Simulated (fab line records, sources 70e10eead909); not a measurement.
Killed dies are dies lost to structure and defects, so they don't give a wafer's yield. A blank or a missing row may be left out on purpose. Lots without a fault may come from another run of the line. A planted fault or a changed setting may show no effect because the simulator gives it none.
fab line records | flow nand_harc | part 2 of 2: steps 29 to 37 of 37
record lots=5 wafers=15 last_day=34
route steps=1302 shown P_M0@264 P_M1@285
lots that met no fault: from a run of the same line without faults
start_h: hours from the record's first day to the start of the lot's first wafer shown | wait_h: hours since the lot's step before | " the same as in the row above | L1.1+2: a row that stands for several wafers | - no value, or no start given | * or withheld: withheld | < > ~ a bound
route shown NAME@n: a module of which the file shows steps, and the number in the route of the first | usual: mean/standard deviation of fault-free wafers | same: alike in all rows | chamber/n: place in a boat | sites: the reading at each site | _std_site: their standard deviation | _edge_site: outer sites' mean less inner sites' | radius_mm: how far each site lies from the wafer's centre | mask NAME#n: copy n | behind: the tool/chamber that last shaped the wafer | hold: why the lot was held/for how many hours/how that ended | device: the transistor (n, p or np) that didn't switch | end of line: the same wafers' tests at the end of the route | a step without rows: its recipe alone | killed: dies lost to structure and defects at the first sort, not the wafer's yield | map: a wafer's dies, x killed, . not, _ none there
set.NAME: the setting as run; set.NAME@STEP: as run at that earlier step | model.NAME: the simulator's own value behind a step, which no gauge read
lots at some steps of the route; a table a step, a row a wafer
services: from which hour (start_h, from the record's first day; less than 0 if before it) a tool's chamber was out of use, for how many hours, and why
## steps
# step NHARC_P_M1_PEB_07
# recipe peb_temp_c=100 peb_time_s=65
# columns lot.wafer tool chamber start_h wait_h
L078.1+2+4 litho_track-01 0 170.34 0.1
L086.3+4+6 litho_track-06 0 238.55 0.1
L088.2+3+4 litho_track-01 0 279.38 0.1
L095.1+2+5 litho_track-06 0 333.49 0.1
L096.3+4+5 litho_track-06 0 348.86 0.0
# step NHARC_P_M1_DEVELOP_08
# recipe develop_time_s=35 dev_temp_c=23
# columns lot.wafer tool chamber start_h wait_h
L078.1+2+4 litho_track-01 0 - -
L086.3+4+6 litho_track-06 0 - -
L088.2+3+4 litho_track-01 0 - -
L095.1+2+5 litho_track-06 0 - -
L096.3+4+5 litho_track-06 0 - -
# step NHARC_P_M1_CD_MEAS_09
# recipe target_cd_nm=130 landing_energy_ev=500
# usual cd_nm=130.3/0.68
# columns lot.wafer tool chamber start_h wait_h cd_nm
L078.1 cd_sem-03 0 170.42 - 129.1
L078.2 " 0 " " 129.6
L078.4 " 0 " " 128.8
L086.3 cd_sem-02 0 238.64 - 130.2
L086.4 " 0 " " 129.6
L086.6 " 0 " " 129.9
L088.2 cd_sem-03 0 279.46 - 129.9
L088.3 " 0 " " 130.8
L088.4 " 0 " " 130.3
L095.1 cd_sem-02 0 333.57 - 131.3
L095.2 " 0 " " 131.7
L095.5 " 0 " " 131.7
L096.3 cd_sem-02 0 348.94 - 130.4
L096.4 " 0 " " 130.5
L096.5 " 0 " " 130.4
# step NHARC_P_M1_OVL_MEAS_10
# recipe pitch_nm=260
# usual overlay_x_nm=-0.2/0.71 overlay_y_nm=-0.1/0.75
# columns lot.wafer tool chamber start_h wait_h overlay_x_nm overlay_y_nm
L078.1 overlay-02 - 170.51 - -0.1 -0.5
L078.2 " - " " -0.3 -0.3
L078.4 " - " " -0.4 -0.6
L086.3 overlay-01 - 238.72 - 0.2 -0.8
L086.4 " - " " -0.3 -0.4
L086.6 " - " " 0.5 -1.0
L088.2 overlay-01 - 279.55 - -0.7 0.8
L088.3 " - " " -0.4 0.7
L088.4 " - " " -1.0 0.4
L095.1 overlay-01 - 333.66 - -0.6 0.7
L095.2 " - " " -0.2 0.5
L095.5 " - " " -0.5 0.3
L096.3 overlay-01 - 349.02 - 0.1 1.1
L096.4 " - " " 0.2 0.5
L096.5 " - " " 0.6 0.8
# step NHARC_P_M1_INSPECT_11
# usual raw_defect_count=4.4/2.4
# columns lot.wafer tool chamber start_h wait_h raw_defect_count
L078.1 defect_inspect-02 - 170.54 0.0 7
L078.2 " - " " 9
L078.4 " - " " 6
L086.3 defect_inspect-01 - 238.76 0.0 2
L086.4 " - " " 3
L086.6 " - " " 6
L088.2 defect_inspect-02 - 279.58 0.0 3
L088.3 " - " " 7
L088.4 " - " " 6
L095.1 defect_inspect-02 - 333.70 0.0 6
L095.2 " - " " 9
L095.5 " - " " 4
L096.3 defect_inspect-01 - 349.06 0.0 4
L096.4 " - " " 3
L096.5 " - " " 6
# step NHARC_P_M1_DESCUM_14
# recipe time_s=3 o2_flow_sccm=200 ar_flow_sccm=0 bias_power_w=0 chemistry=O2
# usual drypump_motor_current_A=5.7/0.5 oes_product_au=1.002/0.0099 rf_vpp_V=57.7/0.91 showerhead_plenum_p_Torr=1.90/0.081 throttle_valve_pct=11.311/0.0098
# columns lot.wafer tool chamber start_h wait_h drypump_motor_current_A oes_product_au rf_hours_counter_h rf_vpp_V showerhead_plenum_p_Torr throttle_valve_pct
L078.1 rie_diel-11 3 170.61 0.1 6.2 1.010 5 56.3 1.79 11.309
L078.4 " 0 " " 4.8 0.999 5 58.5 1.96 11.298
L078.2 " 1 " " 5.1 1.019 4 57.7 2.05 11.306
L086.3 rie_diel-09 2 238.82 0.1 6.1 0.984 8 58.6 1.88 11.321
L086.4 " 0 " " 6.4 1.001 8 57.0 1.85 11.302
L086.6 " 3 " " 5.5 1.002 - 56.1 1.80 11.301
L088.4 rie_diel-09 3 279.65 0.1 5.6 1.004 12 57.5 1.80 11.315
L088.2 " 0 " " 6.4 1.008 11 57.4 1.84 11.308
L088.3 " 2 " " 6.0 0.984 12 58.2 1.88 11.308
L095.1 rie_diel-09 3 333.77 0.1 5.5 1.002 0 56.5 1.80 11.315
L095.2 " 0 " " 6.4 0.997 0 58.2 1.84 11.310
L095.5 " 1 " " 6.1 1.005 - 58.7 1.94 11.289
L096.4 rie_diel-09 0 349.12 0.1 6.4 1.004 2 59.0 1.84 11.327
L096.3 " 1 " " 6.1 1.010 2 56.6 1.94 11.324
L096.5 " 0 " " 6.4 1.010 - 57.5 1.84 11.309
# step NHARC_P_M1_ETCH_35
# recipe target_depth_a=400 overetch_a=120 time_s=43.94 ion_energy_ev=200 n2_flow_sccm=150 h2_flow_sccm=150 ar_flow_sccm=0 rf_w=400 bias_w=150 chemistry=N2/H2
# usual drypump_motor_current_A=5.7/0.5 oes_product_au=1.004/0.011 rf_vpp_V=429.8/2.5 showerhead_plenum_p_Torr=2.02/0.087 throttle_valve_pct=14.171/0.0088
# columns lot.wafer tool chamber start_h wait_h drypump_motor_current_A oes_product_au rf_hours_counter_h rf_vpp_V showerhead_plenum_p_Torr throttle_valve_pct
L078.4 rie_diel-11 3 170.73 0.1 6.2 1.007 5 427.4 1.91 14.148
L078.1 " 0 " " 4.8 0.998 5 432.9 2.09 14.160
L078.2 " 1 " " 5.2 1.010 4 434.6 2.19 14.162
L086.4 rie_diel-09 0 238.90 0.1 6.4 0.999 8 428.1 1.97 14.165
L086.3 " 2 " " 6.1 0.990 8 429.4 2.00 14.169
L086.6 " 0 " " 6.4 0.999 - 429.4 1.97 14.162
L088.4 rie_diel-09 3 279.73 0.1 5.5 1.007 12 426.4 1.91 14.175
L088.3 " 1 " " 6.1 1.014 11 431.2 2.07 14.170
L088.2 " 2 " " 6.1 0.981 12 429.2 2.00 14.169
L095.1 rie_diel-09 3 333.84 0.1 5.5 0.984 0 427.9 1.91 14.177
L095.2 " 1 " " 6.1 0.999 0 431.6 2.07 14.176
L095.5 " 3 " " 5.5 0.998 - 426.2 1.91 14.157
L096.4 rie_diel-09 1 349.21 0.1 6.1 0.992 2 431.1 2.07 14.161
L096.3 " 3 " " 5.5 0.985 2 426.4 1.91 14.170
L096.5 " 0 " " 6.4 1.016 - 428.5 1.96 14.174
# step NHARC_P_M1_ETCH_15
# recipe target_depth_a=1825 time_s=91.2 c4f8_flow_sccm=withheld ar_flow_sccm=400 rf_w=600 bias_w=300 chemistry=C4F8/Ar
# usual oes_product_au=0.954/0.022 rf_vpp_V=440.2/2.5
# columns lot.wafer tool chamber start_h wait_h oes_product_au rf_hours_counter_h rf_vpp_V
L078.2 rie_diel-11 0 - - 0.953 5 442.1
L078.1 " 1 " " 0.970 4 445.4
L078.4 " 2 " " 0.938 4 440.7
L086.4 rie_diel-09 2 - - 0.915 8 436.8
L086.3 " 0 " " 0.938 8 439.4
L086.6 " 1 " " 0.925 - 440.6
L088.4 rie_diel-09 2 - - 0.963 12 440.9
L088.3 " 3 " " 0.967 12 437.4
L088.2 " 1 " " 0.984 11 441.9
L095.1 rie_diel-09 1 - - 0.963 0 440.3
L095.2 " 2 " " 0.958 0 440.8
L095.5 " 3 " " 0.970 - 437.6
L096.3 rie_diel-09 1 - - 0.949 2 441.2
L096.4 " 0 " " 0.960 2 440.1
L096.5 " 1 " " 0.958 - 440.8
# step NHARC_P_M1_CD_MEAS_16
# usual cd_nm=129.8/0.8
# columns lot.wafer tool chamber start_h wait_h cd_nm
L078.1 cd_sem-02 - 170.95 - 128.9
L078.2 " - " " 128.9
L078.4 " - " " 128.1
L086.3 cd_sem-01 - 239.13 - 129.9
L086.4 " - " " 129.4
L086.6 " - " " 129.6
L088.2 cd_sem-02 - 279.95 - 129.0
L088.3 " - " " 129.8
L088.4 " - " " 129.4
L095.1 cd_sem-01 - 334.06 - 131.5
L095.2 " - " " 131.2
L095.5 " - " " 130.2
L096.3 cd_sem-03 - 349.44 - 129.3
L096.4 " - " " 130.3
L096.5 " - " " 130.6
## services
# columns tool chamber start_h hours kind
rie_diel-09 - 143.10 9.0 pm
litho_track-01 - 155.00 7.0 pm
pvd_sputter-03 - 170.03 10.0 pm
rie_diel-10 - 175.08 1.0 repair
litho_track-06 - 179.00 7.0 pm
pecvd-03 - 185.37 13.0 pm
litho_track-04 - 203.00 7.0 pm
rie_diel-02 0 206.22 9.3 repair
rie_diel-02 - 217.40 9.0 pm
pvd_sputter-03 - 220.18 1.7 repair
rie_diel-10 - 243.46 9.0 pm
rie_diel-03 2 250.37 1.3 repair
rie_diel-03 - 281.30 9.0 pm
rie_diel-03 2 306.05 3.9 repair
rie_diel-09 1 306.42 6.5 repair
pecvd-01 - 308.66 0.9 repair
pecvd-01 - 311.45 13.0 pm
rie_diel-09 - 320.10 9.0 pm
rie_diel-02 0 323.09 2.8 repair
litho_track-01 - 330.00 7.0 pm
rie_diel-02 3 333.64 13.5 repair
pvd_sputter-03 - 336.03 5.3 repair
pecvd-01 2 344.35 11.9 repair
pvd_sputter-03 - 348.03 10.0 pm
